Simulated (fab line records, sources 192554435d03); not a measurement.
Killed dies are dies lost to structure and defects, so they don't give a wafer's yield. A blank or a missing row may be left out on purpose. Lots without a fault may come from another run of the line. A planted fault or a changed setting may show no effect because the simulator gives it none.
fab line records | flow n5_finfet
record lots=10 wafers=30 last_day=20
route steps=1938 shown WELL_APT@46 PMOS_HMC_CHANNEL_EPI@71 BEOL_M4@1111 PASSIVATION@1936
lots that met no fault: from a run of the same line without faults
start_h: hours from the record's first day to the start of the lot's first wafer shown | wait_h: hours since the lot's step before | " the same as in the row above | L1.1+2: a row that stands for several wafers | - no value, or no start given | * or withheld: withheld | < > ~ a bound
route shown NAME@n: a module of which the file shows steps, and the number in the route of the first | usual: mean/standard deviation of fault-free wafers | same: alike in all rows | chamber/n: place in a boat | sites: the reading at each site | _std_site: their standard deviation | _edge_site: outer sites' mean less inner sites' | radius_mm: how far each site lies from the wafer's centre | mask NAME#n: copy n | behind: the tool/chamber that last shaped the wafer | hold: why the lot was held/for how many hours/how that ended | device: the transistor (n, p or np) that didn't switch | end of line: the same wafers' tests at the end of the route | a step without rows: its recipe alone | killed: dies lost to structure and defects at the first sort, not the wafer's yield | map: a wafer's dies, x killed, . not, _ none there
set.NAME: the setting as run; set.NAME@STEP: as run at that earlier step | model.NAME: the simulator's own value behind a step, which no gauge read
steps of the route over a sample of lots; a table a step, a row a wafer
services: from which hour (start_h, from the record's first day; less than 0 if before it) a tool's chamber was out of use, for how many hours, and why
## steps
# step N5_WELL_APT_DESCUM_30
# recipe chemistry=O2 time_s=7.9 source_power_w=50 bias_power_w=20 pressure_mtorr=20 rf_frequency_hz=2.712e+07 temp_c=40 o2_flow_sccm=225
# usual chamber_pressure_mTorr=20.003/0.021 drypump_motor_current_A=5.8/0.46 oes_product_au=0.77/0.078 rf_fwd_power_W=49.70/0.2 rf_vpp_V=243.5/1.2 showerhead_plenum_p_Torr=2.12/0.054 temp_c=39.98/0.1 throttle_valve_pct=20.52/0.14
# columns lot.wafer tool chamber start_h wait_h chamber_pressure_mTorr drypump_motor_current_A oes_product_au rf_fwd_power_W rf_hours_counter_h rf_vpp_V showerhead_plenum_p_Torr temp_c throttle_valve_pct
L622.2 rie_diel-04 3 33.12 0.0 19.990 5.6 0.69 49.63 224 244.1 2.15 39.91 20.52
L622.5 " 0 " " 20.012 6.2 0.72 49.74 - 244.7 2.16 39.88 20.48
L622.6 " 3 " " 19.999 5.5 0.69 49.73 - 244.0 2.15 39.95 20.52
L627.2 rie_diel-04 3 63.61 0.0 20.016 5.5 0.67 49.85 238 244.8 2.14 40.18 20.53
L627.3 " 2 " " 20.014 5.5 0.74 49.77 140 244.1 2.09 40.08 20.62
L627.5 " 2 " " 19.963 5.5 0.74 49.81 - 242.9 2.09 39.95 20.64
L628.3 rie_diel-05 3 69.05 0.0 20.024 6.0 0.86 49.90 56 242.6 2.04 40.17 20.54
L628.4 " 1 " " 20.007 6.6 0.82 49.91 107 243.3 2.11 39.75 20.21
L628.5 " 3 " " 20.017 6.0 0.85 49.67 - 241.6 2.04 39.99 20.55
L629.2 rie_diel-04 0 75.33 0.1 20.002 6.2 0.69 49.68 220 244.3 2.15 40.09 20.52
L629.4 " 3 " " 19.985 5.5 0.67 49.71 243 244.8 2.14 40.02 20.54
L629.5 " 0 " " 19.992 6.2 0.70 49.47 - 245.2 2.15 39.99 20.52
L631.2 rie_diel-04 2 87.34 0.0 20.011 5.5 0.74 49.79 149 244.3 2.09 39.92 20.65
L631.3 " 3 " " 19.993 5.5 0.67 49.65 247 245.1 2.14 40.16 20.55
L631.4 " 1 " " 19.981 6.2 0.69 49.32 226 243.0 2.06 39.91 20.54
L634.2 rie_diel-05 3 104.89 0.0 20.023 5.9 0.83 49.81 69 241.1 2.03 40.12 20.58
L634.3 " 1 " " 20.018 6.6 0.80 49.73 119 241.8 2.10 40.10 20.25
L634.5 " 2 " " 20.010 6.0 0.74 49.81 - 245.0 2.18 40.06 20.73
L635.2 rie_diel-04 2 111.74 0.4 19.987 5.5 0.73 49.76 156 244.1 2.09 39.87 20.66
L635.3 " 1 " " 20.016 6.2 0.68 49.22 232 243.8 2.06 40.05 20.55
L635.6 " 1 " " 20.028 6.2 0.69 49.49 - 241.8 2.06 40.00 20.55
L638.3 rie_diel-01 2 129.07 0.0 20.033 5.0 0.70 49.66 225 244.1 2.16 39.93 20.37
L638.4 " 1 " " 20.007 5.6 0.78 49.71 150 243.1 2.11 39.87 20.64
L638.5 " 3 " " 19.979 5.2 0.78 49.40 - 243.1 2.10 39.99 20.71
L640.4 rie_diel-04 3 142.23 0.7 19.997 5.5 0.98 49.85 5 244.8 2.14 40.05 20.21
L640.5 " 1 " " 20.027 6.2 0.68 49.55 - 241.7 2.05 40.16 20.57
L640.6 " 2 " " 20.046 5.6 0.72 49.64 - 242.3 2.08 40.08 20.67
L641.2 rie_diel-05 1 148.02 0.1 20.012 6.6 0.79 50.08 130 242.2 2.10 39.90 20.26
L641.3 " 3 " " 19.992 5.9 0.83 50.08 78 241.9 2.03 39.76 20.59
L641.6 " 1 " " 20.046 6.6 0.80 49.88 - 244.0 2.10 40.17 20.28
# step N5_WELL_APT_IMPLANT_31
# recipe species=B energy_kev=60 dose_cm2=1.5e+13 tilt_deg=0 rotation_deg=0
# usual dose_ions_cm2=1.4998e+13/1.7e+10 faraday_current_uA=190/3.9
# columns lot.wafer tool chamber start_h wait_h dose_ions_cm2 faraday_current_uA
L622.2 implanter-02 0 33.25 0.1 1.4999e+13 187
L622.5 " 0 " " 1.4984e+13 192
L622.6 " 0 " " 1.497e+13 189
L627.2 implanter-01 0 63.74 0.1 1.5029e+13 193
L627.3 " 0 " " 1.4986e+13 188
L627.5 " 0 " " 1.4998e+13 192
L628.3 implanter-02 0 69.21 0.1 1.4991e+13 193
L628.4 " 0 " " 1.5004e+13 188
L628.5 " 0 " " 1.5016e+13 192
L629.2 implanter-01 0 75.46 0.1 1.4988e+13 186
L629.4 " 0 " " 1.5011e+13 190
L629.5 " 0 " " 1.4994e+13 195
L631.2 implanter-01 0 87.47 0.1 1.5011e+13 189
L631.3 " 0 " " 1.5007e+13 195
L631.4 " 0 " " 1.499e+13 192
L634.2 implanter-01 0 105.02 0.1 1.5013e+13 185
L634.3 " 0 " " 1.501e+13 190
L634.5 " 0 " " 1.5015e+13 188
L635.2 implanter-02 0 111.87 0.1 1.5006e+13 184
L635.3 " 0 " " 1.4968e+13 193
L635.6 " 0 " " 1.505e+13 187
L638.3 implanter-01 0 129.23 0.1 6.552e+12 84
L638.4 " 0 " " 6.557e+12 84
L638.5 " 0 " " 6.536e+12 88
L640.4 implanter-01 0 142.41 0.2 6.518e+12 80
L640.5 " 0 " " 6.506e+12 86
L640.6 " 0 " " 6.503e+12 82
L641.2 implanter-01 0 148.15 0.1 6.503e+12 83
L641.3 " 0 " " 6.525e+12 83
L641.6 " 0 " " 6.497e+12 84
# step N5_PMOS_HMC_CHANNEL_EPI_STRIP_33
# recipe chemistry=N2/H2 power_w=500 temp_c=40 pressure_mtorr=50 rf_frequency_hz=6e+07 overash_fraction=0.3 bias_power_w=8 h2_frac=0.5 n2_flow_sccm=300 h2_flow_sccm=300
# usual chamber_pressure_mTorr=50.01/0.091 drypump_motor_current_A=5.7/0.43 oes_product_au=0.77/0.085 rf_vpp_V=54.3/1.7 showerhead_plenum_p_Torr=3.35/0.11 temp_c=39.99/0.096 throttle_valve_pct=18.98/0.29
# columns lot.wafer tool chamber start_h wait_h chamber_pressure_mTorr drypump_motor_current_A oes_product_au rf_hours_counter_h rf_vpp_V showerhead_plenum_p_Torr temp_c throttle_valve_pct
L622.2 rie_diel-06 2 35.46 0.0 49.97 6.5 0.76 128 55.2 3.23 39.83 18.55
L622.5 " 3 " " 50.00 5.5 0.71 - 52.7 3.36 39.97 18.98
L622.6 " 1 " " 49.86 5.6 0.73 - 57.3 3.49 39.86 19.37
L627.2 rie_diel-03 3 66.31 0.0 50.09 5.5 0.66 236 53.6 3.19 39.89 18.93
L627.3 " 2 " " 50.02 5.3 0.72 202 56.2 3.20 40.04 19.06
L627.5 " 1 " " 49.94 6.0 0.73 - 55.8 3.47 39.94 19.52
L628.3 rie_diel-02 0 71.68 0.0 50.03 5.7 0.68 244 56.9 3.30 40.03 19.03
L628.4 " 2 " " 50.03 6.0 0.78 129 54.4 3.49 39.90 18.75
L628.5 " 0 " " 50.13 5.7 0.68 - 54.0 3.31 40.10 19.04
L629.2 rie_diel-02 0 78.03 0.0 49.77 5.7 0.67 246 55.3 3.30 39.94 19.03
L629.4 " 2 " " 49.88 6.0 0.77 131 52.2 3.49 39.88 18.73
L629.5 " 2 " " 50.12 6.0 0.76 - 55.1 3.49 39.77 18.76
L631.2 rie_diel-03 3 89.99 0.0 50.18 5.5 0.66 244 51.2 3.18 40.06 18.93
L631.3 " 0 " " 50.12 4.7 0.90 13 54.6 3.30 39.95 18.46
L631.4 " 2 " " 50.12 5.3 0.72 209 52.7 3.19 40.22 19.02
L634.2 rie_diel-02 3 107.19 0.0 50.03 5.8 0.81 68 54.1 3.28 40.06 19.03
L634.3 " 2 " " 50.02 6.0 0.76 141 52.1 3.49 39.94 18.77
L634.5 " 2 " " 49.97 6.0 0.75 - 54.6 3.49 39.89 18.76
L635.2 rie_diel-06 1 114.06 0.0 49.93 5.6 0.71 192 53.9 3.48 40.01 19.38
L635.3 " 3 " " 50.04 5.5 0.72 184 58.0 3.35 39.95 18.99
L635.6 " 3 " " 50.01 5.5 0.71 - 55.1 3.35 40.01 18.99
L638.3 rie_diel-06 1 131.45 0.0 49.91 5.6 0.70 - 56.2 3.47 39.91 19.38
L638.4 " 3 " " 49.92 5.5 0.72 - 53.7 3.35 40.02 18.98
L638.5 " 3 " " 50.02 5.5 0.71 - 54.3 3.35 40.01 19.01
L640.4 rie_diel-03 0 144.52 0.0 49.94 4.8 0.86 31 54.1 3.29 40.12 18.48
L640.5 " 3 " " 50.16 5.5 0.98 - 59.0 3.58 39.85 18.54
L640.6 " 0 " " 49.95 4.7 0.86 - 54.8 3.29 39.91 18.44
L641.2 rie_diel-03 3 150.81 0.0 50.15 5.5 0.94 6 51.7 3.58 39.81 18.54
L641.3 " 0 " " 50.09 4.8 0.86 33 55.1 3.29 39.95 18.49
L641.6 " 1 " " 49.89 6.1 0.73 - 57.0 3.46 39.85 19.50
# step N5_PMOS_HMC_CHANNEL_EPI_THK_MEAS_22
# recipe reads=SiGe30_of_PMOS_HMC_CHANNEL_EPI_EPI_20
# usual HMC_CMP_THK=53.9/0.75
# columns lot.wafer tool chamber start_h wait_h HMC_CMP_THK[nm]
L622.2 film_metro-01 - 37.65 - 54.9
L622.5 " - " " 52.9
L622.6 " - " " 52.6
L627.2 film_metro-01 - 68.43 - 53.9
L627.3 " - " " 52.9
L627.5 " - " " 53.5
L628.3 film_metro-02 - 73.83 - 53.9
L628.4 " - " " 55.4
L628.5 " - " " 53.7
L629.2 film_metro-01 - 80.17 - 54.4
L629.4 " - " " 53.3
L629.5 " - " " 53.5
L631.2 film_metro-01 - 92.13 - 53.3
L631.3 " - " " 54.4
L631.4 " - " " 54.3
L634.2 film_metro-01 - 109.32 - 54.4
L634.3 " - " " 55.0
L634.5 " - " " 55.2
L635.2 film_metro-02 - 116.22 - 54.2
L635.3 " - " " 54.9
L635.6 " - " " 54.6
L638.3 film_metro-01 - 133.58 - 53.8
L638.4 " - " " 54.5
L638.5 " - " " 53.4
L640.4 film_metro-01 - 146.67 - 53.4
L640.5 " - " " 54.0
L640.6 " - " " 55.2
L641.2 film_metro-01 - 152.94 - 54.1
L641.3 " - " " 53.0
L641.6 " - " " 53.1
# step N5_BEOL_M4_RC_MEAS_101
# usual DIBL_N=36.6/1.3 DIBL_P=36.4/1.4 IOFF_N=0.167/0.023 IOFF_P=0.219/0.029 ION_N=678/8.7 ION_P=464/6.4 RS_PWELL=3004/22 SS_N=71.5/0.53 SS_P=73.4/0.57 VT_N=248.5/2.8 VT_P=-249/3.1
# columns lot.wafer tool chamber start_h wait_h DIBL_N[mV/V] DIBL_P[mV/V] IOFF_N[nA/um] IOFF_P[nA/um] ION_N[uA/um] ION_P[uA/um] RS_PWELL[ohm/sq] SS_N[mV/dec] SS_P[mV/dec] VT_N[mV] VT_P[mV]
L622.2 prober-02 0 193.25 0.2 35.6 34.5 0.152 0.219 676 470 3010 71.3 73.5 247.8 -246
L622.5 " 0 " " 37.3 36.0 0.181 0.244 685 472 3004 71.9 73.3 246.9 -247
L622.6 " 0 " " 36.9 36.0 0.180 0.244 679 468 3021 71.7 73.9 249.0 -245
L627.2 prober-02 0 254.80 0.2 35.0 34.1 0.133 0.192 666 462 2991 70.6 72.9 252.4 -249
L627.3 " 0 " " 37.0 36.9 0.166 0.239 681 471 2971 71.8 73.5 247.1 -247
L627.5 " 0 " " 37.8 37.1 0.169 0.238 669 459 2948 71.9 73.4 250.5 -246
L629.2 prober-01 0 283.34 0.2 34.9 34.7 0.144 0.182 674 460 3002 71.2 72.9 250.8 -253
L629.4 " 0 " " 36.6 36.5 0.170 0.208 669 458 3014 71.6 73.3 247.6 -249
L629.5 " 0 " " 34.6 34.2 0.131 0.178 665 461 2992 70.7 72.7 249.1 -251
L631.2 prober-02 0 290.19 0.2 35.6 34.4 0.148 0.192 673 458 3002 70.7 73.2 250.9 -250
L631.3 " 0 " " 36.8 36.1 0.175 0.229 687 468 2990 71.4 73.6 248.2 -248
L631.4 " 0 " " 35.9 35.5 0.152 0.214 671 464 2976 71.7 73.0 248.8 -248
L634.2 prober-02 0 296.83 0.2 37.3 36.1 0.187 0.241 675 464 3045 72.4 73.5 248.6 -245
L634.3 " 0 " " 38.8 38.8 0.219 0.290 681 468 3026 72.3 75.0 245.4 -244
L634.5 " 0 " " 37.2 35.9 0.182 0.238 669 459 3045 72.7 73.2 246.7 -246
L628.3 prober-01 0 300.31 0.3 35.0 35.7 0.166 0.218 672 460 2981 71.2 72.8 247.8 -251
L628.4 " 0 " " 37.5 38.7 0.216 0.273 671 466 2968 71.8 73.4 248.1 -248
L628.5 " 0 " " 36.5 37.6 0.195 0.262 671 469 2963 71.5 74.1 247.5 -249
L635.2 prober-01 0 317.16 0.2 36.7 35.2 0.151 0.167 675 448 2983 72.3 73.0 250.5 -255
L635.3 " 0 " " 36.8 37.2 0.157 0.193 674 460 2990 71.7 73.3 248.2 -254
L635.6 " 0 " " 35.3 35.2 0.133 0.169 665 453 2983 71.6 72.5 251.8 -252
L640.4 prober-01 0 351.61 0.5 37.1 39.1 0.171 0.247 675 463 4823 72.1 73.3 249.8 -248
L640.5 " 0 " " 37.8 38.4 0.177 0.233 675 465 4857 72.5 73.7 250.0 -248
L640.6 " 0 " " 36.9 38.3 0.168 0.222 678 466 4840 71.7 73.8 252.3 -251
L641.2 prober-01 0 358.47 0.2 38.3 39.0 0.232 0.281 704 477 4861 71.8 74.7 242.5 -245
L641.3 " 0 " " 37.2 36.4 0.194 0.235 689 468 4890 71.3 74.4 245.3 -249
L641.6 " 0 " " 37.2 36.5 0.189 0.234 691 468 4844 71.6 73.3 245.2 -250
# step N5_PASSIVATION_PROBE_49
# usual defect_limited_yield=91.6/1.6 killed_at_M0_to_M3=32/9.7 killed_at_M4_up=13/4.4 killed_at_contacts=12/6.5 killed_at_front_end=38/12 killed_at_other=3.7/3 killed_dies=99/18 killed_on_rim=13/3.9 killed_open=66/14 killed_short=32/7.5 sort_bin_5_function=4.9/1 sort_bin_6_memory=3.2/0.73 sort_n_pass=1081/18 sort_yield_pct=91.6/1.6
# same gross_dies=1180 killed_at_back_side=0 sort_bin_4_leakage[%]=0 sort_bin_8_speed[%]=0
# columns lot.wafer tool chamber start_h wait_h defect_limited_yield[%] killed_at_M0_to_M3 killed_at_M4_up killed_at_contacts killed_at_front_end killed_at_other killed_dies killed_on_rim killed_open killed_short sort_bin_5_function[%] sort_bin_6_memory[%] sort_n_pass sort_yield_pct[%]
L634.2 prober-01 - 403.24 0.1 89.0 54 10 15 51 0 130 16 84 45 6.3 4.4 1050 89.0
L634.3 prober-01 - 403.29 0.1 92.9 26 9 10 39 0 84 10 58 25 4.2 2.7 1096 92.9
L634.5 prober-01 - 403.39 0.2 91.6 33 11 19 35 1 99 11 66 32 4.7 3.6 1081 91.6
# killed by level:class
L634.2 BEOL_M0_SAQP:geometric_particle:open=16 STI_FIN_REVEAL:geometric_particle:open=15 BEOL_M0_SAQP:geometric_particle:short=14 FIN_SAQP:geometric_particle:short=13 MOL_CONTACT_COAG:geometric_particle:open=12 FIN_SAQP:geometric_particle:open=8 BEOL_M3:geometric_particle:open=6 BEOL_M1:geometric_particle:open=6
L634.3 FIN_SAQP:geometric_particle:open=17 MOL_CONTACT_COAG:geometric_particle:open=9 BEOL_M0_SAQP:geometric_particle:short=9 FIN_SAQP:geometric_particle:short=8 BEOL_M0_SAQP:geometric_particle:open=6 BEOL_M3:geometric_particle:open=5 STI_FIN_REVEAL:geometric_particle:open=4 DUMMY_GATE:geometric_particle:open=2
L634.5 MOL_CONTACT_COAG:geometric_particle:open=18 BEOL_M3:geometric_particle:open=12 FIN_SAQP:geometric_particle:open=8 BEOL_M0_SAQP:geometric_particle:short=7 FIN_SAQP:geometric_particle:short=6 BEOL_M0_SAQP:geometric_particle:open=6 DUMMY_GATE:geometric_particle:open=4 STI_FIN_REVEAL:geometric_particle:open=4
## services
# columns tool chamber start_h hours kind
rie_diel-03 0 17.61 9.8 repair
rie_diel-06 - 23.74 1.3 repair
rie_diel-06 0 28.99 6.7 repair
rie_diel-03 0 30.72 - clean
rie_diel-03 0 30.72 - consumable_replace:focus_ring
rie_diel-03 0 30.72 21.0 scheduled_down
rie_diel-03 0 30.72 21.0 vent_cycle
rie_diel-01 - 31.91 2.8 pm
rie_diel-04 1 61.26 8.9 repair
implanter-02 - 77.95 7.5 pm
rie_diel-03 1 92.93 14.9 repair
implanter-02 - 97.27 2.8 repair
rie_diel-04 3 101.78 - clean
rie_diel-04 3 101.78 - consumable_replace:focus_ring
rie_diel-04 3 101.78 28.4 scheduled_down
rie_diel-04 3 101.78 28.4 vent_cycle
rie_diel-03 3 108.35 - clean
rie_diel-03 3 108.35 - consumable_replace:focus_ring
rie_diel-03 3 108.35 - consumable_replace:showerhead
rie_diel-03 3 108.35 18.4 scheduled_down
rie_diel-04 - 119.54 2.3 repair
rie_diel-06 2 125.76 11.1 repair
rie_diel-05 - 132.88 14.6 pm
rie_diel-03 1 145.19 1.6 repair
## key
first_sign step=N5_WELL_APT_IMPLANT_31 reading=dose_ions_cm2 direction=down sigmas=99+ usual=1.4998e+13 struck=6.522e+12
effect step=N5_WELL_APT_IMPLANT_31 reading=faraday_current_uA direction=down sigmas=27 usual=190 struck=84
effect step=N5_BEOL_M4_RC_MEAS_101 reading=RS_PWELL direction=up sigmas=84 usual=3004 struck=4853
met_at N5_WELL_APT_IMPLANT_31
struck_lots L638,L640,L641
rows_end L638.3,L638.4,L638.5,L640.4,L640.5,L640.6
not_acting_at N5_WELL_APT_DESCUM_30,N5_PMOS_HMC_CHANNEL_EPI_STRIP_33,N5_PMOS_HMC_CHANNEL_EPI_THK_MEAS_22
onset_between 105.02 129.23
fault kind=process_parameter_drift tool=implanter-01 chamber=- onset_h=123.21 steps=N5_WELL_APT_IMPLANT_31 channel=dose_cm2 offset=-8.4821e+12 shape=step acts_in=these_recipes_only stated=1.5e+13
# rows_end: these wafers met a further fault down the route, and their rows from its step on are left out
